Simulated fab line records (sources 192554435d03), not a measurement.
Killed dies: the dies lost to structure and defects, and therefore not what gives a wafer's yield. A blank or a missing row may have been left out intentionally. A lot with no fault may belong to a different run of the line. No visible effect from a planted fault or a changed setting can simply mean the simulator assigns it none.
Which tool was responsible? -- flow n5Finfet -- 8 lots, 24 wafers sampled, at 6 steps of a route of 1938

## WHAT EACH GAUGE READ, for each wafer
N5_BEOL_M4_RC_MEAS_101.
lot,measured,on,SS_N (mV/dec)
L260,day 8 18:48,prober-01,71.7 71.7 70.8
L261,day 8 21:08,prober-02,70.7 71.5 71.1
L262,day 8 23:38,prober-02,71.1 70.6 70.9
L263,day 9 00:10,prober-01,71.1 70.6 71.4
L264,day 9 17:58,prober-01,72.3 71.6 73.4
L276,day 12 10:29,prober-01,71.0 71.2 71.6
L278,day 13 05:38,prober-01,71.3 72.0 71.5
L279,day 13 06:14,prober-02,71.5 71.2 71.0

## TOOL THAT RAN EACH LOT (tool first, then ch and the chambers of the sampled wafers, then the start)
lot,N5_DUMMY_GATE_PECVD_30,N5_SD_EPI_N_ETCH_35,N5_SD_ACTIVATION_RTA_00,N5_ILD0_CMP_03,N5_SDB_DESCUM_16
L260,"pecvd-01 ch 0,1,2, day 3 11:49","rieDiel-03 ch 0,1,3, day 3 15:22","rtpAnneal-02 ch 0, day 3 23:52","cmp-04 ch 0,2,3, day 4 02:59","rieDiel-03 ch 1,2,3, day 4 07:43"
L261,"pecvd-04 ch 0,1, day 3 15:54","rieDiel-03 ch 1,2,3, day 3 18:52","rtpAnneal-02 ch 0, day 4 03:04","cmp-02 ch 1,2, day 4 07:02","rieDiel-01 ch 0,1, day 4 11:50"
L262,"pecvd-01 ch 0,1,2, day 4 01:26","rieDiel-05 ch 0,2,3, day 4 04:08","rtpAnneal-02 ch 0, day 4 12:35","cmp-02 ch 2,3, day 4 16:04","rieDiel-05 ch 0,1,2, day 4 21:27"
L263,"pecvd-04 ch 0,1,2, day 4 03:15","rieDiel-03 ch 1,3, day 4 05:59","rtpAnneal-01 ch 0, day 4 14:33","cmp-02 ch 0,1,2, day 4 17:57","rieDiel-01 ch 0,1,3, day 4 22:36"
L264,"pecvd-04 ch 0,2, day 4 11:29","rieDiel-03 ch 1,2,3, day 4 16:22","rtpAnneal-02 ch 0, day 5 01:26","cmp-02 ch 2,3, day 5 05:03","rieDiel-03 ch 1,3, day 5 10:17"
L276,"pecvd-03 ch 0,2, day 7 09:13","rieDiel-05 ch 0,1, day 7 12:02","rtpAnneal-01 ch 0, day 7 20:35","cmp-01 ch 0,2,3, day 7 23:45","rieDiel-05 ch 0,1, day 8 04:03"
L278,"pecvd-01 ch 0,1,2, day 8 01:48","rieDiel-03 ch 0,1,3, day 8 04:31","rtpAnneal-01 ch 0, day 8 14:21","cmp-02 ch 2,3, day 8 17:40","rieDiel-01 ch 1,2, day 8 22:22"
L279,"pecvd-01 ch 0,2, day 8 06:29","rieDiel-01 ch 1,2, day 8 09:27","rtpAnneal-01 ch 0, day 8 19:05","cmp-02 ch 0,1,3, day 8 22:37","rieDiel-01 ch 0,1,2, day 9 03:18"
- N5_DUMMY_GATE_PECVD_30: deposits SiO2 from TEOS/O2, target thk 55 nm, time 10.8 s.
- N5_SD_EPI_N_ETCH_35: etches SOC in N2/H2, overetch 108 nm, time 486 s.
- N5_SD_ACTIVATION_RTA_00: time 0 s.
- N5_ILD0_CMP_03: polishes, stops on SiNx, t overpolish 1.9 s, target thk 197.38 nm.
- N5_SDB_DESCUM_16: chemistry O2, time 7.9 s.

## THE ANSWER, worked out from the rows above alone
Rule: what is usual is taken from the lots themselves. Put in order of their means at a reading, lots are off if they are a third of the lots or fewer, leave a main group of 4 or more, and stand apart from it by a gap of 3 or more times the standard deviation of the main group's means; of several such gaps the widest counts. The tables above print the reading to a certain number of digits; a main group whose means all agree to those digits is not used. A lot without any number at a reading at which 4 lots or more have one is off too. The other lots that the step has rows for count as sound.
Off: L264, at N5_BEOL_M4_RC_MEAS_101 (SS_N). The main group: mean 71.2 mV/dec, standard deviation 0.22.
If a tool, at a process step before that reading, ran all the lots that are off and no sound lot after the first of them, it fits. The gauges at N5_BEOL_M4_RC_MEAS_101 are tried like those tools. Can't be told from this: 3 tools fit, pecvd-04 at N5_DUMMY_GATE_PECVD_30, rtpAnneal-02 at N5_SD_ACTIVATION_RTA_00, rieDiel-03 at N5_SDB_DESCUM_16.

## WHAT THE SIMULATOR HAD INSERTED
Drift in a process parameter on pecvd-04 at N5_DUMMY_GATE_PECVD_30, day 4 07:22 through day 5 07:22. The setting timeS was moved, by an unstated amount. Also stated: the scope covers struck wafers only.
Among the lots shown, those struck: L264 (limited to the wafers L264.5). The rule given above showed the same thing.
